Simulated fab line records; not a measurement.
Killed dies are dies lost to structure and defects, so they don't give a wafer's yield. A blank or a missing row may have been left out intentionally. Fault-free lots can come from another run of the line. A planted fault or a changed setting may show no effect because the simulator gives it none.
fab line records / flow nand-harc
record: lots: 5 wafers: 15 last-day: 32
route steps=1302 shown P_M2@330 END@1302
lots with no fault: from the same line, run without faults
start-h: start of the lot's first displayed wafer, in hours after the record's first day / wait-h: time in hours since the lot's previous step / " repeats the value in the row above / L1.1+2: a row that stands for several wafers / - either no value or no given start / * or withheld: withheld / < > ~ a bound
route shown NAME@n: names a module that has steps shown in the file, with the first one's number in the route / usual: mean/standard deviation of fault-free wafers / same: alike in all rows / chamber/n: place in a boat / sites: each site's reading / _std_site: their standard deviation / _edge_site: mean of outer sites minus mean of inner sites / radius-mm: for every site, how far away it sits from the centre of the wafer / mask NAME#n: copy n / behind: the last tool/chamber to shape the wafer / hold: cause of the lot's hold/its duration in hours/its outcome / device: the transistor (n, p or np) that didn't switch / end of line: tests of these same wafers at the route's end / a step with no rows: only its recipe / killed: count of dies lost to structure and defects at first sort (not the wafer's yield) / map: per-die view of a wafer (x killed, . not killed, _ where there is no die)
set.NAME: setting as actually run; set.NAME@STEP: the setting as run at that earlier step / model.NAME: the simulator's own value behind a step, which no gauge read
certain route steps with their lots: each step a table, each wafer a row
services: a tool's chamber out of use, with start hour (start-h, from the record's first day; less than 0 if before it), hours out, and reason
== steps ==
step: NHARC_P_M2_INSPECT_11
usual: raw-defect-count: 5.1/2.8
lot.wafer=L396.1 tool=defect-inspect-01 chamber=- start-h=172.17 wait-h=0.0 raw-defect-count=6
lot.wafer=L396.3 tool=defect-inspect-01 chamber=- start-h=172.17 wait-h=0.0 raw-defect-count=7
lot.wafer=L396.5 tool=defect-inspect-01 chamber=- start-h=172.17 wait-h=0.0 raw-defect-count=7
lot.wafer=L403.2 tool=defect-inspect-01 chamber=- start-h=239.42 wait-h=0.0 raw-defect-count=5
lot.wafer=L403.4 tool=defect-inspect-01 chamber=- start-h=239.42 wait-h=0.0 raw-defect-count=4
lot.wafer=L403.6 tool=defect-inspect-01 chamber=- start-h=239.42 wait-h=0.0 raw-defect-count=11
lot.wafer=L408.3 tool=defect-inspect-01 chamber=- start-h=288.95 wait-h=0.0 raw-defect-count=9
lot.wafer=L408.4 tool=defect-inspect-01 chamber=- start-h=288.95 wait-h=0.0 raw-defect-count=6
lot.wafer=L408.5 tool=defect-inspect-01 chamber=- start-h=288.95 wait-h=0.0 raw-defect-count=11
lot.wafer=L411.1 tool=defect-inspect-01 chamber=- start-h=323.85 wait-h=0.0 raw-defect-count=7
lot.wafer=L411.2 tool=defect-inspect-01 chamber=- start-h=323.85 wait-h=0.0 raw-defect-count=6
lot.wafer=L411.3 tool=defect-inspect-01 chamber=- start-h=323.85 wait-h=0.0 raw-defect-count=9
lot.wafer=L412.2 tool=defect-inspect-01 chamber=- start-h=325.22 wait-h=0.0 raw-defect-count=3
lot.wafer=L412.5 tool=defect-inspect-01 chamber=- start-h=325.22 wait-h=0.0 raw-defect-count=6
lot.wafer=L412.6 tool=defect-inspect-01 chamber=- start-h=325.22 wait-h=0.0 raw-defect-count=5
step: NHARC_P_M2_DESCUM_14
recipe: time-s: 3 o2-flow-sccm: 200 ar-flow-sccm: 0 bias-power-w: 0 chemistry: O2
step: NHARC_P_M2_ETCH_35
recipe: target-depth-a: 400 overetch-a: 120 time-s: 43.94 ion-energy-ev: 200 n2-flow-sccm: 150 h2-flow-sccm: 150 ar-flow-sccm: 0 rf-w: 400 bias-w: 150 chemistry: N2/H2
step: NHARC_P_M2_ETCH_15
recipe: target-depth-a: 1825 time-s: 91.2 c4f8-flow-sccm: withheld ar-flow-sccm: 400 rf-w: 600 bias-w: 300 chemistry: C4F8/Ar
usual: oes-product-au: 0.936/0.018 rf-vpp-V: 443.2/2.1
lot.wafer=L396.3 tool=rie-diel-02 chamber=2 start-h=- wait-h=- oes-product-au=0.923 rf-hours-counter-h=5.1 rf-vpp-V=444.0
lot.wafer=L396.1 tool=rie-diel-02 chamber=3 start-h=- wait-h=- oes-product-au=0.927 rf-hours-counter-h=5.8 rf-vpp-V=443.6
lot.wafer=L396.5 tool=rie-diel-02 chamber=3 start-h=- wait-h=- oes-product-au=0.924 rf-hours-counter-h=- rf-vpp-V=445.3
lot.wafer=L403.4 tool=rie-diel-11 chamber=3 start-h=- wait-h=- oes-product-au=0.935 rf-hours-counter-h=7.4 rf-vpp-V=440.2
lot.wafer=L403.2 tool=rie-diel-11 chamber=1 start-h=- wait-h=- oes-product-au=0.924 rf-hours-counter-h=8.0 rf-vpp-V=442.8
lot.wafer=L403.6 tool=rie-diel-11 chamber=0 start-h=- wait-h=- oes-product-au=0.928 rf-hours-counter-h=- rf-vpp-V=442.6
lot.wafer=L408.4 tool=rie-diel-02 chamber=1 start-h=- wait-h=- oes-product-au=0.972 rf-hours-counter-h=4.7 rf-vpp-V=445.0
lot.wafer=L408.3 tool=rie-diel-02 chamber=2 start-h=- wait-h=- oes-product-au=0.961 rf-hours-counter-h=4.5 rf-vpp-V=443.7
lot.wafer=L408.5 tool=rie-diel-02 chamber=3 start-h=- wait-h=- oes-product-au=0.954 rf-hours-counter-h=- rf-vpp-V=445.7
lot.wafer=L411.1 tool=rie-diel-02 chamber=1 start-h=- wait-h=- oes-product-au=0.922 rf-hours-counter-h=6.3 rf-vpp-V=443.5
lot.wafer=L411.3 tool=rie-diel-02 chamber=3 start-h=- wait-h=- oes-product-au=0.932 rf-hours-counter-h=5.7 rf-vpp-V=444.4
lot.wafer=L411.2 tool=rie-diel-02 chamber=0 start-h=- wait-h=- oes-product-au=0.921 rf-hours-counter-h=6.0 rf-vpp-V=441.5
lot.wafer=L412.2 tool=rie-diel-02 chamber=3 start-h=- wait-h=- oes-product-au=0.947 rf-hours-counter-h=5.8 rf-vpp-V=445.0
lot.wafer=L412.5 tool=rie-diel-02 chamber=3 start-h=- wait-h=- oes-product-au=0.944 rf-hours-counter-h=- rf-vpp-V=445.1
lot.wafer=L412.6 tool=rie-diel-02 chamber=0 start-h=- wait-h=- oes-product-au=0.947 rf-hours-counter-h=- rf-vpp-V=441.4
step: NHARC_P_M2_CD_MEAS_16
usual: cd-nm: 169.9/0.68
lot.wafer=L396.1 tool=cd-sem-01 chamber=- start-h=172.54 wait-h=- cd-nm=169.7
lot.wafer=L396.3 tool=cd-sem-01 chamber=- start-h=172.54 wait-h=- cd-nm=170.5
lot.wafer=L396.5 tool=cd-sem-01 chamber=- start-h=172.54 wait-h=- cd-nm=169.6
lot.wafer=L403.2 tool=cd-sem-03 chamber=- start-h=239.79 wait-h=- cd-nm=168.6
lot.wafer=L403.4 tool=cd-sem-03 chamber=- start-h=239.79 wait-h=- cd-nm=169.8
lot.wafer=L403.6 tool=cd-sem-03 chamber=- start-h=239.79 wait-h=- cd-nm=169.0
lot.wafer=L408.3 tool=cd-sem-02 chamber=- start-h=289.32 wait-h=- cd-nm=170.5
lot.wafer=L408.4 tool=cd-sem-02 chamber=- start-h=289.32 wait-h=- cd-nm=170.3
lot.wafer=L408.5 tool=cd-sem-02 chamber=- start-h=289.32 wait-h=- cd-nm=170.6
lot.wafer=L411.1 tool=cd-sem-02 chamber=- start-h=324.22 wait-h=- cd-nm=170.3
lot.wafer=L411.2 tool=cd-sem-02 chamber=- start-h=324.22 wait-h=- cd-nm=170.1
lot.wafer=L411.3 tool=cd-sem-02 chamber=- start-h=324.22 wait-h=- cd-nm=171.7
lot.wafer=L412.2 tool=cd-sem-02 chamber=- start-h=325.59 wait-h=- cd-nm=170.6
lot.wafer=L412.5 tool=cd-sem-02 chamber=- start-h=325.59 wait-h=- cd-nm=170.1
lot.wafer=L412.6 tool=cd-sem-02 chamber=- start-h=325.59 wait-h=- cd-nm=170.5
step: NHARC_P_M2_STRIP_18
recipe: power-w: 1000 n2-flow-sccm: 150 h2-flow-sccm: 150 ar-flow-sccm: 0 bias-w: 0 chemistry: N2/H2
step: NHARC_P_M2_ETCH_28
recipe: target-depth-a: 300 over-etch-frac: 0.3 time-s: 72.99 ion-energy-ev: 150 cf4-flow-sccm: 50 n2-flow-sccm: 100 ar-flow-sccm: 150 rf-w: 300 bias-w: 100 chemistry: CF4/N2
usual: cf4-flow-sccm: 49.98/0.14 drypump-motor-current-A: 5.8/0.39 oes-product-au: 1.000/0.0083 rf-vpp-V: 315.7/1.7 showerhead-plenum-p-Torr: 2.71/0.093 throttle-valve-pct: 19.793/0.0092
lot.wafer=L396.3 tool=rie-diel-03 chamber=0 start-h=- wait-h=- cf4-flow-sccm=50.11 drypump-motor-current-A=5.5 oes-product-au=0.992 rf-hours-counter-h=4.7 rf-vpp-V=314.8 showerhead-plenum-p-Torr=2.71 throttle-valve-pct=19.793
lot.wafer=L396.1 tool=rie-diel-03 chamber=1 start-h=- wait-h=- cf4-flow-sccm=49.78 drypump-motor-current-A=5.8 oes-product-au=1.015 rf-hours-counter-h=4.9 rf-vpp-V=312.3 showerhead-plenum-p-Torr=2.49 throttle-valve-pct=19.794
lot.wafer=L396.5 tool=rie-diel-03 chamber=3 start-h=- wait-h=- cf4-flow-sccm=49.97 drypump-motor-current-A=4.8 oes-product-au=0.996 rf-hours-counter-h=- rf-vpp-V=316.9 showerhead-plenum-p-Torr=2.78 throttle-valve-pct=19.782
lot.wafer=L403.2 tool=rie-diel-02 chamber=3 start-h=- wait-h=- cf4-flow-sccm=49.95 drypump-motor-current-A=6.1 oes-product-au=1.000 rf-hours-counter-h=0.9 rf-vpp-V=317.7 showerhead-plenum-p-Torr=2.81 throttle-valve-pct=19.790
lot.wafer=L403.4 tool=rie-diel-02 chamber=2 start-h=- wait-h=- cf4-flow-sccm=49.87 drypump-motor-current-A=6.0 oes-product-au=1.009 rf-hours-counter-h=1.1 rf-vpp-V=315.6 showerhead-plenum-p-Torr=2.76 throttle-valve-pct=19.800
lot.wafer=L403.6 tool=rie-diel-02 chamber=3 start-h=- wait-h=- cf4-flow-sccm=49.96 drypump-motor-current-A=6.1 oes-product-au=1.007 rf-hours-counter-h=- rf-vpp-V=318.4 showerhead-plenum-p-Torr=2.81 throttle-valve-pct=19.793
lot.wafer=L408.3 tool=rie-diel-11 chamber=3 start-h=- wait-h=- cf4-flow-sccm=49.90 drypump-motor-current-A=5.9 oes-product-au=0.996 rf-hours-counter-h=1.2 rf-vpp-V=314.5 showerhead-plenum-p-Torr=2.59 throttle-valve-pct=19.802
lot.wafer=L408.4 tool=rie-diel-11 chamber=0 start-h=- wait-h=- cf4-flow-sccm=50.14 drypump-motor-current-A=6.0 oes-product-au=0.987 rf-hours-counter-h=1.0 rf-vpp-V=317.2 showerhead-plenum-p-Torr=2.73 throttle-valve-pct=19.779
lot.wafer=L408.5 tool=rie-diel-11 chamber=2 start-h=- wait-h=- cf4-flow-sccm=49.95 drypump-motor-current-A=5.8 oes-product-au=0.998 rf-hours-counter-h=- rf-vpp-V=317.3 showerhead-plenum-p-Torr=2.78 throttle-valve-pct=19.789
lot.wafer=L411.1 tool=rie-diel-03 chamber=3 start-h=- wait-h=- cf4-flow-sccm=50.04 drypump-motor-current-A=4.8 oes-product-au=1.008 rf-hours-counter-h=3.0 rf-vpp-V=315.6 showerhead-plenum-p-Torr=2.78 throttle-valve-pct=19.795
lot.wafer=L411.3 tool=rie-diel-03 chamber=0 start-h=- wait-h=- cf4-flow-sccm=49.88 drypump-motor-current-A=5.5 oes-product-au=1.005 rf-hours-counter-h=2.8 rf-vpp-V=315.0 showerhead-plenum-p-Torr=2.70 throttle-valve-pct=19.805
lot.wafer=L411.2 tool=rie-diel-03 chamber=2 start-h=- wait-h=- cf4-flow-sccm=49.99 drypump-motor-current-A=6.0 oes-product-au=1.008 rf-hours-counter-h=2.6 rf-vpp-V=315.4 showerhead-plenum-p-Torr=2.76 throttle-valve-pct=19.799
lot.wafer=L412.2 tool=rie-diel-03 chamber=3 start-h=- wait-h=- cf4-flow-sccm=50.16 drypump-motor-current-A=4.8 oes-product-au=1.019 rf-hours-counter-h=3.2 rf-vpp-V=316.1 showerhead-plenum-p-Torr=2.78 throttle-valve-pct=19.787
lot.wafer=L412.5 tool=rie-diel-03 chamber=0 start-h=- wait-h=- cf4-flow-sccm=50.07 drypump-motor-current-A=5.5 oes-product-au=1.003 rf-hours-counter-h=- rf-vpp-V=315.0 showerhead-plenum-p-Torr=2.70 throttle-valve-pct=19.801
lot.wafer=L412.6 tool=rie-diel-03 chamber=1 start-h=- wait-h=- cf4-flow-sccm=49.80 drypump-motor-current-A=5.8 oes-product-au=1.010 rf-hours-counter-h=- rf-vpp-V=312.4 showerhead-plenum-p-Torr=2.49 throttle-valve-pct=19.784
step: NHARC_P_M2_STRIP_19
recipe: time-s: 600 temp-c: 30 chemistry: post-etch-residue-remover
step: NHARC_P_M2_DEGAS_29
recipe: temp-c: 250 time-s: 60
step: NHARC_P_M2_PRE_CLEAN_30
recipe: time-s: 30 temp-c: 280 gas: H2/He
usual: heater-power-w: 420/50
lot.wafer=L396.1 tool=pvd-sputter-02 chamber=- start-h=- wait-h=- heater-power-w=368
lot.wafer=L396.3 tool=pvd-sputter-02 chamber=- start-h=- wait-h=- heater-power-w=414
lot.wafer=L396.5 tool=pvd-sputter-02 chamber=- start-h=- wait-h=- heater-power-w=340
lot.wafer=L403.2 tool=pvd-sputter-01 chamber=- start-h=- wait-h=- heater-power-w=499
lot.wafer=L403.4 tool=pvd-sputter-01 chamber=- start-h=- wait-h=- heater-power-w=450
lot.wafer=L403.6 tool=pvd-sputter-01 chamber=- start-h=- wait-h=- heater-power-w=492
lot.wafer=L408.4 tool=pvd-sputter-03 chamber=- start-h=- wait-h=- heater-power-w=456
lot.wafer=L408.3 tool=pvd-sputter-03 chamber=- start-h=- wait-h=- heater-power-w=433
lot.wafer=L408.5 tool=pvd-sputter-03 chamber=- start-h=- wait-h=- heater-power-w=405
lot.wafer=L411.2 tool=pvd-sputter-02 chamber=- start-h=- wait-h=- heater-power-w=326
lot.wafer=L411.1 tool=pvd-sputter-02 chamber=- start-h=- wait-h=- heater-power-w=437
lot.wafer=L411.3 tool=pvd-sputter-02 chamber=- start-h=- wait-h=- heater-power-w=360
lot.wafer=L412.2 tool=pvd-sputter-03 chamber=- start-h=- wait-h=- heater-power-w=454
lot.wafer=L412.6 tool=pvd-sputter-03 chamber=- start-h=- wait-h=- heater-power-w=442
lot.wafer=L412.5 tool=pvd-sputter-03 chamber=- start-h=- wait-h=- heater-power-w=405
step: NHARC_P_M2_PVD_20
recipe: target-thk-a: 50 bias-v: 168.6 power-w: 15000 chamber-pressure-pa: 0.12 time-s: 8.06 substrate-temp-c: 50 material: TaN
usual: throttle-valve-pct: 29.7/1.2
lot.wafer=L396.1 tool=pvd-sputter-02 chamber=- start-h=- wait-h=- throttle-valve-pct=29.5
lot.wafer=L396.3 tool=pvd-sputter-02 chamber=- start-h=- wait-h=- throttle-valve-pct=30.7
lot.wafer=L396.5 tool=pvd-sputter-02 chamber=- start-h=- wait-h=- throttle-valve-pct=30.2
lot.wafer=L403.4 tool=pvd-sputter-01 chamber=- start-h=- wait-h=- throttle-valve-pct=30.2
lot.wafer=L403.2 tool=pvd-sputter-01 chamber=- start-h=- wait-h=- throttle-valve-pct=27.2
lot.wafer=L403.6 tool=pvd-sputter-01 chamber=- start-h=- wait-h=- throttle-valve-pct=29.3
lot.wafer=L408.4 tool=pvd-sputter-03 chamber=- start-h=- wait-h=- throttle-valve-pct=27.3
lot.wafer=L408.3 tool=pvd-sputter-03 chamber=- start-h=- wait-h=- throttle-valve-pct=30.2
lot.wafer=L408.5 tool=pvd-sputter-03 chamber=- start-h=- wait-h=- throttle-valve-pct=27.2
lot.wafer=L411.1 tool=pvd-sputter-02 chamber=- start-h=- wait-h=- throttle-valve-pct=30.8
lot.wafer=L411.2 tool=pvd-sputter-02 chamber=- start-h=- wait-h=- throttle-valve-pct=29.3
lot.wafer=L411.3 tool=pvd-sputter-02 chamber=- start-h=- wait-h=- throttle-valve-pct=30.6
lot.wafer=L412.2 tool=pvd-sputter-03 chamber=- start-h=- wait-h=- throttle-valve-pct=30.8
lot.wafer=L412.5 tool=pvd-sputter-03 chamber=- start-h=- wait-h=- throttle-valve-pct=31.3
lot.wafer=L412.6 tool=pvd-sputter-03 chamber=- start-h=- wait-h=- throttle-valve-pct=30.2
step: NHARC_P_M2_PVD_21
recipe: target-thk-a: 300 chamber-pressure-pa: 5 power-w: 5000 substrate-temp-c: 30 time-s: 20.49 material: Cu
usual: throttle-valve-pct: 29.6/1.3
lot.wafer=L396.3 tool=pvd-sputter-02 chamber=- start-h=- wait-h=- throttle-valve-pct=28.9
lot.wafer=L396.1 tool=pvd-sputter-02 chamber=- start-h=- wait-h=- throttle-valve-pct=30.7
lot.wafer=L396.5 tool=pvd-sputter-02 chamber=- start-h=- wait-h=- throttle-valve-pct=30.3
lot.wafer=L403.4 tool=pvd-sputter-01 chamber=- start-h=- wait-h=- throttle-valve-pct=30.2
lot.wafer=L403.2 tool=pvd-sputter-01 chamber=- start-h=- wait-h=- throttle-valve-pct=27.3
lot.wafer=L403.6 tool=pvd-sputter-01 chamber=- start-h=- wait-h=- throttle-valve-pct=30.2
lot.wafer=L408.4 tool=pvd-sputter-03 chamber=- start-h=- wait-h=- throttle-valve-pct=27.6
lot.wafer=L408.3 tool=pvd-sputter-03 chamber=- start-h=- wait-h=- throttle-valve-pct=30.9
lot.wafer=L408.5 tool=pvd-sputter-03 chamber=- start-h=- wait-h=- throttle-valve-pct=30.3
lot.wafer=L411.3 tool=pvd-sputter-02 chamber=- start-h=- wait-h=- throttle-valve-pct=31.1
lot.wafer=L411.1 tool=pvd-sputter-02 chamber=- start-h=- wait-h=- throttle-valve-pct=29.1
lot.wafer=L411.2 tool=pvd-sputter-02 chamber=- start-h=- wait-h=- throttle-valve-pct=30.7
lot.wafer=L412.2 tool=pvd-sputter-03 chamber=- start-h=- wait-h=- throttle-valve-pct=31.2
lot.wafer=L412.6 tool=pvd-sputter-03 chamber=- start-h=- wait-h=- throttle-valve-pct=27.3
lot.wafer=L412.5 tool=pvd-sputter-03 chamber=- start-h=- wait-h=- throttle-valve-pct=30.9
step: NHARC_P_M2_ECD_22
recipe: target-thk-a: 4000 bath-temp-c: 25 material: Cu
lot.wafer=L396.1+3+5 tool=ecd-cu-01 chamber=1,0,1 start-h=173.70 wait-h=-
lot.wafer=L403.2+4+6 tool=ecd-cu-02 chamber=0,0,1 start-h=240.91 wait-h=-
lot.wafer=L408.3+4+5 tool=ecd-cu-01 chamber=0,1,0 start-h=290.50 wait-h=-
lot.wafer=L411.2+1+3 tool=ecd-cu-01 chamber=1,0,0 start-h=325.31 wait-h=-
lot.wafer=L412.2+5+6 tool=ecd-cu-02 chamber=0,1,0 start-h=326.71 wait-h=-
step: NHARC_P_M2_ANNEAL_31
recipe: temp-c: 225 time-s: 90
step: NHARC_P_M2_CMP_23
recipe: t-overpolish-s: 20 target-thk-nm: 144.3
usual: motor-current-A: 12.3/0.68 time-to-endpoint-s: 29.2/2.1
lot.wafer=L396.3 tool=cmp-02 chamber=2 start-h=174.43 wait-h=- motor-current-A=12.0 time-to-endpoint-s=25.4
lot.wafer=L396.1 tool=cmp-02 chamber=1 start-h=174.43 wait-h=- motor-current-A=12.1 time-to-endpoint-s=28.3
lot.wafer=L396.5 tool=cmp-02 chamber=3 start-h=174.43 wait-h=- motor-current-A=13.2 time-to-endpoint-s=28.5
lot.wafer=L403.4 tool=cmp-03 chamber=1 start-h=241.63 wait-h=- motor-current-A=13.0 time-to-endpoint-s=12.4
lot.wafer=L403.2 tool=cmp-03 chamber=2 start-h=241.63 wait-h=- motor-current-A=12.2 time-to-endpoint-s=13.1
lot.wafer=L403.6 tool=cmp-03 chamber=0 start-h=241.63 wait-h=- motor-current-A=12.5 time-to-endpoint-s=28.8
lot.wafer=L408.3 tool=cmp-03 chamber=2 start-h=291.13 wait-h=- motor-current-A=12.4 time-to-endpoint-s=27.7
lot.wafer=L408.4 tool=cmp-03 chamber=0 start-h=291.13 wait-h=- motor-current-A=12.7 time-to-endpoint-s=27.6
lot.wafer=L408.5 tool=cmp-03 chamber=3 start-h=291.13 wait-h=- motor-current-A=10.8 time-to-endpoint-s=29.7
lot.wafer=L411.3 tool=cmp-03 chamber=2 start-h=326.06 wait-h=- motor-current-A=12.9 time-to-endpoint-s=29.2
lot.wafer=L411.1 tool=cmp-03 chamber=3 start-h=326.06 wait-h=- motor-current-A=12.1 time-to-endpoint-s=29.8
lot.wafer=L411.2 tool=cmp-03 chamber=0 start-h=326.06 wait-h=- motor-current-A=13.2 time-to-endpoint-s=28.4
lot.wafer=L412.2 tool=cmp-03 chamber=2 start-h=327.45 wait-h=- motor-current-A=11.9 time-to-endpoint-s=30.9
lot.wafer=L412.6 tool=cmp-03 chamber=0 start-h=327.45 wait-h=- motor-current-A=13.3 time-to-endpoint-s=31.1
lot.wafer=L412.5 tool=cmp-03 chamber=1 start-h=327.45 wait-h=- motor-current-A=13.1 time-to-endpoint-s=35.5
step: NHARC_P_M2_THK_MEAS_24
recipe: thk-meas-gauge: xrf
usual: thk-nm: 144.6/1.5
lot.wafer=L396.1 tool=film-metro-02 chamber=- start-h=174.76 wait-h=- thk-nm=142.0
lot.wafer=L396.3 tool=film-metro-02 chamber=- start-h=174.76 wait-h=- thk-nm=144.3
lot.wafer=L396.5 tool=film-metro-02 chamber=- start-h=174.76 wait-h=- thk-nm=144.9
lot.wafer=L403.2 tool=film-metro-02 chamber=- start-h=241.89 wait-h=- thk-nm=145.5
lot.wafer=L403.4 tool=film-metro-02 chamber=- start-h=241.89 wait-h=- thk-nm=145.3
lot.wafer=L403.6 tool=film-metro-02 chamber=- start-h=241.89 wait-h=- thk-nm=145.6
lot.wafer=L408.3 tool=film-metro-02 chamber=- start-h=291.44 wait-h=- thk-nm=143.8
lot.wafer=L408.4 tool=film-metro-02 chamber=- start-h=291.44 wait-h=- thk-nm=144.2
lot.wafer=L408.5 tool=film-metro-02 chamber=- start-h=291.44 wait-h=- thk-nm=143.9
lot.wafer=L411.1 tool=film-metro-02 chamber=- start-h=326.34 wait-h=- thk-nm=145.9
lot.wafer=L411.2 tool=film-metro-02 chamber=- start-h=326.34 wait-h=- thk-nm=145.7
lot.wafer=L411.3 tool=film-metro-02 chamber=- start-h=326.34 wait-h=- thk-nm=146.6
lot.wafer=L412.2 tool=film-metro-01 chamber=- start-h=327.71 wait-h=- thk-nm=144.9
lot.wafer=L412.5 tool=film-metro-01 chamber=- start-h=327.71 wait-h=- thk-nm=143.2
lot.wafer=L412.6 tool=film-metro-01 chamber=- start-h=327.71 wait-h=- thk-nm=143.7
step: NHARC_END_SORT_01
recipe: temp-c: 25
usual: defect-limited-yield: 90.3/3 killed-at-array: 60/21 killed-at-other: 1.0/1.2 killed-at-periphery: 4.2/2.8 killed-dies: 65/20 killed-open: 3.1/1.8 killed-short: 2.6/1.6
same: gross-dies: 677
lot.wafer=L412.2 tool=prober-01 chamber=0 start-h=764.03 wait-h=2.8 defect-limited-yield[%]=85.8 killed-at-array=93 killed-at-other=0 killed-at-periphery=3 killed-dies=96 killed-open=4 killed-short=5
lot.wafer=L412.5 tool=prober-01 chamber=0 start-h=766.43 wait-h=3.7 defect-limited-yield[%]=88.0 killed-at-array=74 killed-at-other=0 killed-at-periphery=7 killed-dies=81 killed-open=4 killed-short=2
lot.wafer=L412.6 tool=prober-01 chamber=0 start-h=767.23 wait-h=4.0 defect-limited-yield[%]=87.0 killed-at-array=78 killed-at-other=2 killed-at-periphery=8 killed-dies=88 killed-open=3 killed-short=2
killed by level:class
L412.2 A_CHANNEL_HOLE_D1:chamber-film-flake=37 A_SLIT:chamber-film-flake=35 A_CHANNEL_FILL_D1:chamber-film-flake=4 A_WL_FILL:chamber-film-flake=4 A_CONTACT:chamber-film-flake=3 P_GATE:chamber-film-flake=2 A_DECK1_JOINT:chamber-film-flake=2 P_CONTACT:geometric-particle:short=1
L412.5 A_CHANNEL_HOLE_D1:chamber-film-flake=34 A_SLIT:chamber-film-flake=19 A_CONTACT:chamber-film-flake=9 P_GATE:chamber-film-flake=4 A_CHANNEL_FILL_D1:chamber-film-flake=3 A_STAIRCASE:chamber-film-flake=3 A_CHANNEL_FILL_D1:geometric-particle:open=2 P_GATE:geometric-particle:open=1
L412.6 A_SLIT:chamber-film-flake=36 A_CHANNEL_HOLE_D1:chamber-film-flake=31 A_CONTACT:chamber-film-flake=6 P_GATE:chamber-film-flake=3 A_STAIRCASE:chamber-film-flake=3 P_M2:geometric-particle:open=2 P_BONDPAD:chamber-film-flake=2 P_CONTACT:geometric-particle:open=1
== services ==
tool=pvd-sputter-02 chamber=- start-h=155.54 hours=1.2 kind=repair
tool=rie-diel-03 chamber=- start-h=156.79 hours=0.7 kind=repair
tool=cmp-03 chamber=- start-h=157.19 hours=2.0 kind=repair
tool=ecd-cu-01 chamber=- start-h=160.00 hours=8.0 kind=pm
tool=cmp-03 chamber=- start-h=163.10 hours=4.0 kind=pm
tool=pvd-sputter-03 chamber=- start-h=170.00 hours=10.0 kind=pm
tool=ecd-cu-02 chamber=- start-h=177.37 hours=3.9 kind=repair
tool=pvd-sputter-01 chamber=- start-h=181.12 hours=5.5 kind=repair
tool=rie-diel-02 chamber=- start-h=182.35 hours=1.2 kind=repair
tool=cmp-03 chamber=- start-h=192.84 hours=0.7 kind=repair
tool=pvd-sputter-01 chamber=- start-h=210.73 hours=6.8 kind=repair
tool=rie-diel-02 chamber=- start-h=216.70 hours=9.0 kind=pm
tool=pvd-sputter-01 chamber=- start-h=226.03 hours=10.0 kind=pm
tool=ecd-cu-01 chamber=- start-h=237.01 hours=0.4 kind=repair
tool=rie-diel-03 chamber=0 start-h=240.65 hours=3.4 kind=repair
tool=rie-diel-03 chamber=3 start-h=243.90 hours=21.7 kind=repair
tool=ecd-cu-01 chamber=- start-h=247.84 hours=1.5 kind=repair
tool=cmp-03 chamber=- start-h=261.10 hours=4.0 kind=pm
tool=pvd-sputter-02 chamber=- start-h=276.73 hours=14.3 kind=repair
tool=rie-diel-03 chamber=- start-h=281.30 hours=9.0 kind=pm
tool=cmp-03 chamber=- start-h=314.54 hours=4.1 kind=repair
tool=rie-diel-03 chamber=3 start-h=317.44 hours=2.6 kind=repair
tool=rie-diel-02 chamber=3 start-h=320.43 hours=2.8 kind=repair
tool=pvd-sputter-02 chamber=- start-h=326.31 hours=6.0 kind=repair
== key ==
first-sign: step: NHARC_P_M2_CMP_23 reading: time-to-endpoint-s direction: down sigmas: 7.9 usual: * struck: *
effect none on later readings
met-at NHARC_P_M2_ECD_22
struck-wafers L403.2,L403.4
fault: kind: process-parameter-drift tool: ecd-cu-02 chamber: - onset-h: 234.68 steps: NHARC_P_M2_ECD_22 channel: target-thk-a offset: * shape: step end-h: 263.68 scope: struck-wafers-only acts-in: * stated: *
